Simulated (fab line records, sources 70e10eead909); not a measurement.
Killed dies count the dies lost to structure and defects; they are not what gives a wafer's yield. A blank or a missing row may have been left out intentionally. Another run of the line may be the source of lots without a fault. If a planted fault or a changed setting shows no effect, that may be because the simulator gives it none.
Which tool is to blame?    flow nand_harc    69 wafers from 23 lots sampled at 3 of the route's 1159 steps

## WHAT EACH GAUGE READ, for each wafer
NHARC_A_M1_INSPECT_27.
lot   measured      on                 raw_defect_count
L074  day 17 23:22  defect_inspect-02  410 443 457
L075  day 18 10:52  defect_inspect-02  448 344 343
L077  day 18 15:29  defect_inspect-02  473 452 349
L076  day 18 16:07  defect_inspect-02  479 430 480
L079  day 19 13:21  defect_inspect-02  539 502 628
L080  day 19 13:40  defect_inspect-02  401 402 444
L081  day 19 19:35  defect_inspect-02  432 549 547
L083  day 20 04:25  defect_inspect-01  385 688 596
L084  day 20 09:32  defect_inspect-01  447 399 356
L082  day 20 09:58  defect_inspect-01  461 420 396
L086  day 20 14:31  defect_inspect-02  397 592 375
L087  day 20 17:05  defect_inspect-02  385 395 626
L085  day 21 14:37  defect_inspect-01  306 335 417
L089  day 21 15:15  defect_inspect-01  282 425 462
L088  day 21 20:21  defect_inspect-02  702 622 718
L090  day 22 00:36  defect_inspect-01  365 477 382
L092  day 22 10:44  defect_inspect-02  469 416 736
L094  day 22 12:04  defect_inspect-01  357 285 421
L093  day 22 16:58  defect_inspect-01  421 373 523
L091  day 22 17:14  defect_inspect-02  485 573 485
L095  day 23 08:26  defect_inspect-01  440 422 370
L096  day 23 09:14  defect_inspect-02  561 494 470
L097  day 23 21:34  defect_inspect-01  565 515 453

## WHAT TOOL EACH LOT RAN ON (gives the tool, then ch and the chambers of the sampled wafers, and finally the start)
lot   NHARC_A_M1_DESCUM_14                NHARC_A_M1_ETCH_35
L074  rie_diel-01 ch 0,3, day 17 20:47    rie_diel-01 ch 1,2,3, day 17 20:53
L075  rie_diel-01 ch 0,2,3, day 18 08:17  rie_diel-01 ch 1,2,3, day 18 08:22
L077  rie_diel-01 ch 0,2, day 18 12:49    rie_diel-01 ch 0,2,3, day 18 12:54
L076  rie_diel-11 ch 2,3, day 18 13:33    rie_diel-11 ch 2,3, day 18 13:38
L079  rie_diel-11 ch 0,2,3, day 19 10:41  rie_diel-11 ch 1,2,3, day 19 10:46
L080  rie_diel-06 ch 0,1, day 19 11:00    rie_diel-06 ch 0,2, day 19 11:06
L081  rie_diel-06 ch 1,2, day 19 16:52    rie_diel-06 ch 0,2, day 19 16:58
L083  rie_diel-06 ch 0,3, day 20 01:49    rie_diel-06 ch 1,2, day 20 01:54
L084  rie_diel-11 ch 2,3, day 20 06:57    rie_diel-11 ch 0,2, day 20 07:02
L082  rie_diel-11 ch 1,2,3, day 20 07:14  rie_diel-11 ch 0,2, day 20 07:19
L086  rie_diel-11 ch 1,2,3, day 20 11:49  rie_diel-11 ch 0,1, day 20 11:53
L087  rie_diel-11 ch 0,1, day 20 14:12    rie_diel-11 ch 0,1,2, day 20 14:18
L085  rie_diel-06 ch 1,2,3, day 21 12:04  rie_diel-06 ch 0,1,3, day 21 12:08
L089  rie_diel-06 ch 0,2,3, day 21 12:37  rie_diel-06 ch 0,2, day 21 12:42
L088  rie_diel-11 ch 0,2,3, day 21 17:05  rie_diel-11 ch 0,1,2, day 21 17:28
L090  rie_diel-01 ch 0,2,3, day 21 22:02  rie_diel-01 ch 0,1,2, day 21 22:07
L092  rie_diel-06 ch 0,2,3, day 22 08:05  rie_diel-06 ch 1,2,3, day 22 08:10
L094  rie_diel-06 ch 0,1,2, day 22 09:28  rie_diel-06 ch 1,2,3, day 22 09:34
L093  rie_diel-11 ch 0,1,2, day 22 14:04  rie_diel-11 ch 0,2, day 22 14:11
L091  rie_diel-01 ch 0,1,3, day 22 14:14  rie_diel-01 ch 0,1,2, day 22 14:19
L095  rie_diel-11 ch 0,1,2, day 23 05:26  rie_diel-11 ch 0,1,2, day 23 05:32
L096  rie_diel-06 ch 1,2,3, day 23 06:40  rie_diel-06 ch 2,3, day 23 06:45
L097  rie_diel-01 ch 1,2,3, day 23 18:55  rie_diel-01 ch 1,2,3, day 23 18:59
- NHARC_A_M1_DESCUM_14: chemistry O2, time 3 s.
- NHARC_A_M1_ETCH_35: etches the open film in N2/H2, target depth 40 nm, overetch 12 nm, time 43.94 s.

## WHAT THE TOOLS THEMSELVES READ (means of the sampled wafers that have a number; where no wafer has one, the mark that the record gives instead)
NHARC_A_M1_DESCUM_14.
lot   tool         drypump_motor_current_A (A)  oes_product_au (a.u.)  rf_vpp_V (V)  showerhead_plenum_p_Torr (Torr)  throttle_valve_pct (%)
L074  rie_diel-01  6.3                          1.000                  57.5          1.88                             11.311
L075  rie_diel-01  6.1                          0.992                  57.4          1.85                             11.303
L077  rie_diel-01  5.8                          0.999                  57.3          1.83                             11.312
L076  rie_diel-11  6.0                          1.006                  57.8          1.96                             11.313
L079  rie_diel-11  6.1                          1.008                  57.1          1.94                             11.312
L080  rie_diel-06  5.1                          1.003                  56.5          1.80                             11.313
L081  rie_diel-06  5.4                          1.011                  57.7          1.80                             11.303
L083  rie_diel-06  5.6                          0.996                  58.1          1.94                             11.311
L084  rie_diel-11  6.0                          1.012                  57.9          1.96                             11.315
L082  rie_diel-11  6.0                          1.002                  57.7          1.96                             11.320
L086  rie_diel-11  6.0                          1.004                  57.9          1.96                             11.309
L087  rie_diel-11  6.2                          1.000                  58.0          1.93                             11.314
L085  rie_diel-06  5.6                          1.006                  57.9          1.87                             11.316
L089  rie_diel-06  5.6                          1.011                  58.4          1.89                             11.315
L088  rie_diel-11  6.1                          1.008                  58.0          1.94                             11.317
L090  rie_diel-01  6.1                          1.015                  57.8          1.85                             11.306
L092  rie_diel-06  5.5                          1.001                  57.2          1.89                             11.317
L094  rie_diel-06  5.3                          1.003                  57.7          1.82                             11.310
L093  rie_diel-11  6.2                          1.011                  57.7          1.96                             11.318
L091  rie_diel-01  6.1                          1.005                  58.2          1.87                             11.322
L095  rie_diel-11  6.2                          1.013                  57.4          1.96                             11.308
L096  rie_diel-06  5.6                          1.001                  57.7          1.87                             11.316
L097  rie_diel-01  6.0                          0.999                  57.2          1.84                             11.308

NHARC_A_M1_ETCH_35.
lot   tool         drypump_motor_current_A (A)  oes_product_au (a.u.)  rf_vpp_V (V)  showerhead_plenum_p_Torr (Torr)  throttle_valve_pct (%)
L074  rie_diel-01  6.0                          0.995                  428.8         1.96                             14.172
L075  rie_diel-01  6.0                          0.999                  428.9         1.96                             14.167
L077  rie_diel-01  6.1                          1.005                  428.8         1.97                             14.178
L076  rie_diel-11  6.1                          1.000                  432.0         2.09                             14.176
L079  rie_diel-11  6.0                          1.011                  432.2         2.09                             14.171
L080  rie_diel-06  5.3                          0.995                  428.7         1.97                             14.169
L081  rie_diel-06  5.3                          0.993                  428.4         1.97                             14.163
L083  rie_diel-06  5.6                          1.011                  428.3         1.94                             14.163
L084  rie_diel-11  6.3                          1.007                  430.7         2.07                             14.168
L082  rie_diel-11  6.3                          1.008                  431.3         2.07                             14.174
L086  rie_diel-11  6.2                          0.995                  430.6         2.06                             14.171
L087  rie_diel-11  6.2                          1.013                  432.8         2.09                             14.174
L085  rie_diel-06  5.4                          1.002                  429.3         1.99                             14.165
L089  rie_diel-06  5.5                          1.006                  428.4         1.97                             14.160
L088  rie_diel-11  6.2                          1.000                  431.2         2.09                             14.162
L090  rie_diel-01  5.8                          1.002                  428.2         1.97                             14.173
L092  rie_diel-06  5.6                          1.008                  429.4         1.99                             14.171
L094  rie_diel-06  5.6                          1.002                  429.1         1.99                             14.172
L093  rie_diel-11  6.3                          1.012                  431.0         2.06                             14.176
L091  rie_diel-01  5.8                          1.007                  428.8         1.97                             14.168
L095  rie_diel-11  6.2                          1.009                  432.5         2.09                             14.160
L096  rie_diel-06  5.8                          1.005                  430.0         2.02                             14.169
L097  rie_diel-01  6.0                          1.004                  427.8         1.96                             14.174

## THE ANSWER, worked out from the rows above alone
Rule: the usual values come from the lots themselves. Put in order of their means at a reading, lots are off if they are a third of the lots or fewer, leave a main group of 4 or more, and stand apart from it by a gap of 3 or more times the standard deviation of the main group's means; of several such gaps the widest counts. Not used: any main group whose means are identical at the precision the tables above print for the reading. A lot without any number at a reading at which 4 lots or more have one is off too. All remaining lots with rows at the step are treated as sound. The gauges are gone through in route order, then the tools' own readings, and for those a lot's mean is taken as printed above. At the first step where some lot is off, the reading lying furthest off is the one used; lots without a number count as furthest.
No lot is off on any of the readings shown, so nothing can be concluded from this.

## WHAT THE SIMULATOR HAD INSERTED
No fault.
